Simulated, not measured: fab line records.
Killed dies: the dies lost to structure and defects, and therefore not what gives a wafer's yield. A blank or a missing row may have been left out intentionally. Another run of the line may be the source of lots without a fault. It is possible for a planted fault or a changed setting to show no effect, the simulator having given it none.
Chamber matching :: flow nandHarc :: 3 sister chambers for NHARC_A_M1_DEP_33 on pecvd-03
The step deposits SiCN, target thk 30 nm. 22 wafers are shown with their chamber, then 11 later ones without.

WAFERS WITH THEIR CHAMBER
wafer: L076.1
chamber: 2
showerheadVppV (V): 1285
heaterPowerW (W): 552
chamberPressureTorr (Torr): 2.999

wafer: L076.2
chamber: 0
showerheadVppV (V): 1290
heaterPowerW (W): 519
chamberPressureTorr (Torr): 3.002

wafer: L076.3
chamber: 1
showerheadVppV (V): 1344
heaterPowerW (W): 509
chamberPressureTorr (Torr): 2.996

wafer: L075.3
chamber: 2
showerheadVppV (V): 1280
heaterPowerW (W): 539
chamberPressureTorr (Torr): 2.994

wafer: L075.5
chamber: 1
showerheadVppV (V): 1338
heaterPowerW (W): 552
chamberPressureTorr (Torr): 3.001

wafer: L075.6
chamber: 0
showerheadVppV (V): 1299
heaterPowerW (W): 530
chamberPressureTorr (Torr): 2.999

wafer: L078.2
chamber: 2
showerheadVppV (V): 1311
heaterPowerW (W): 477
chamberPressureTorr (Torr): 2.987

wafer: L078.4
chamber: 1
showerheadVppV (V): 1326
heaterPowerW (W): 527
chamberPressureTorr (Torr): 3.005

wafer: L078.5
chamber: 2
showerheadVppV (V): 1303
heaterPowerW (W): 489
chamberPressureTorr (Torr): 2.990

wafer: L079.3
chamber: 0
showerheadVppV (V): 1310
heaterPowerW (W): 549
chamberPressureTorr (Torr): 3.010

wafer: L079.4
chamber: 2
showerheadVppV (V): 1304
heaterPowerW (W): 599
chamberPressureTorr (Torr): 2.995

wafer: L079.5
chamber: 0
showerheadVppV (V): 1305
heaterPowerW (W): 567
chamberPressureTorr (Torr): 2.995

wafer: L082.1
chamber: 0
showerheadVppV (V): 1280
heaterPowerW (W): 479
chamberPressureTorr (Torr): 2.987

wafer: L082.5
chamber: 0
showerheadVppV (V): 1280
heaterPowerW (W): 495
chamberPressureTorr (Torr): 2.992

wafer: L082.6
chamber: 2
showerheadVppV (V): 1291
heaterPowerW (W): 514
chamberPressureTorr (Torr): 2.992

wafer: L080.3
chamber: 2
showerheadVppV (V): 1310
heaterPowerW (W): 573
chamberPressureTorr (Torr): 2.997

wafer: L080.5
chamber: 2
showerheadVppV (V): 1289
heaterPowerW (W): 560
chamberPressureTorr (Torr): 3.002

wafer: L080.6
chamber: 1
showerheadVppV (V): 1311
heaterPowerW (W): 523
chamberPressureTorr (Torr): 2.991

wafer: L085.1
chamber: 0
showerheadVppV (V): 1282
heaterPowerW (W): 542
chamberPressureTorr (Torr): 3.001

wafer: L085.3
chamber: 1
showerheadVppV (V): 1339
heaterPowerW (W): 487
chamberPressureTorr (Torr): 3.010

wafer: L085.5
chamber: 1
showerheadVppV (V): 1340
heaterPowerW (W): 488
chamberPressureTorr (Torr): 2.996

wafer: L090.1
chamber: 1
showerheadVppV (V): 1296
heaterPowerW (W): 502
chamberPressureTorr (Torr): 2.993

SIGNATURES, as means of the wafers listed above
reading: showerheadVppV
chamber 0: 1292.29
chamber 1: 1327.71
chamber 2: 1296.62
scatter within a chamber: 14.2

reading: heaterPowerW
chamber 0: 525.86
chamber 1: 512.57
chamber 2: 537.88
scatter within a chamber: 33.5

reading: chamberPressureTorr
chamber 0: 2.99800
chamber 1: 2.99886
chamber 2: 2.99450
scatter within a chamber: 0.00641
Rule: for each reading, subtract the chamber's mean from the wafer's reading, divide by that reading's scatter and square the result; add these up over the readings and take the root, which gives the wafer's distance from the chamber. The wafer belongs to the nearest chamber; if the next one is less than 2 further off, it can't be placed. How the scatter is found: for the shown wafers, subtract from each reading the mean of its chamber, square and add these, divide the total by (wafers less chambers), then take the root.

WAFERS WITH NO CHAMBER GIVEN
wafer: L090.2
showerheadVppV (V): 1290
heaterPowerW (W): 556
chamberPressureTorr (Torr): 2.994

wafer: L090.3
showerheadVppV (V): 1292
heaterPowerW (W): 534
chamberPressureTorr (Torr): 3.006

wafer: L087.1
showerheadVppV (V): 1335
heaterPowerW (W): 517
chamberPressureTorr (Torr): 3.003

wafer: L087.2
showerheadVppV (V): 1295
heaterPowerW (W): 581
chamberPressureTorr (Torr): 2.993

wafer: L087.3
showerheadVppV (V): 1326
heaterPowerW (W): 576
chamberPressureTorr (Torr): 3.009

wafer: L096.1
showerheadVppV (V): 1319
heaterPowerW (W): 524
chamberPressureTorr (Torr): 2.994

wafer: L096.4
showerheadVppV (V): 1328
heaterPowerW (W): 553
chamberPressureTorr (Torr): 2.997

wafer: L096.6
showerheadVppV (V): 1291
heaterPowerW (W): 526
chamberPressureTorr (Torr): 3.000

wafer: L097.1
showerheadVppV (V): 1311
heaterPowerW (W): 510
chamberPressureTorr (Torr): 3.002

wafer: L097.2
showerheadVppV (V): 1297
heaterPowerW (W): 492
chamberPressureTorr (Torr): 3.005

wafer: L097.5
showerheadVppV (V): 1300
heaterPowerW (W): 504
chamberPressureTorr (Torr): 2.993

THE CHAMBER EACH PASSED THROUGH
wafer: L090.2
from the rows above: can't be placed: 2 or 0
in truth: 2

wafer: L090.3
from the rows above: can't be placed: 0 or 2 or 1
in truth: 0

wafer: L087.1
from the rows above: 1
in truth: 1

wafer: L087.2
from the rows above: can't be placed: 2 or 0 or 1
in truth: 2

wafer: L087.3
from the rows above: can't be placed: 1 or 2 or 0
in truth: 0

wafer: L096.1
from the rows above: can't be placed: 1 or 2 or 0
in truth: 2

wafer: L096.4
from the rows above: can't be placed: 1 or 2 or 0
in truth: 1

wafer: L096.6
from the rows above: can't be placed: 0 or 2
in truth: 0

wafer: L097.1
from the rows above: can't be placed: 1 or 0 or 2
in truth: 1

wafer: L097.2
from the rows above: can't be placed: 0 or 2 or 1
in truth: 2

wafer: L097.5
from the rows above: can't be placed: 2 or 0 or 1
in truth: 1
Placed correctly: 1 of 11. These rows do not allow placing 10 (true chamber among the candidates in 10). Placed wrongly: 0.
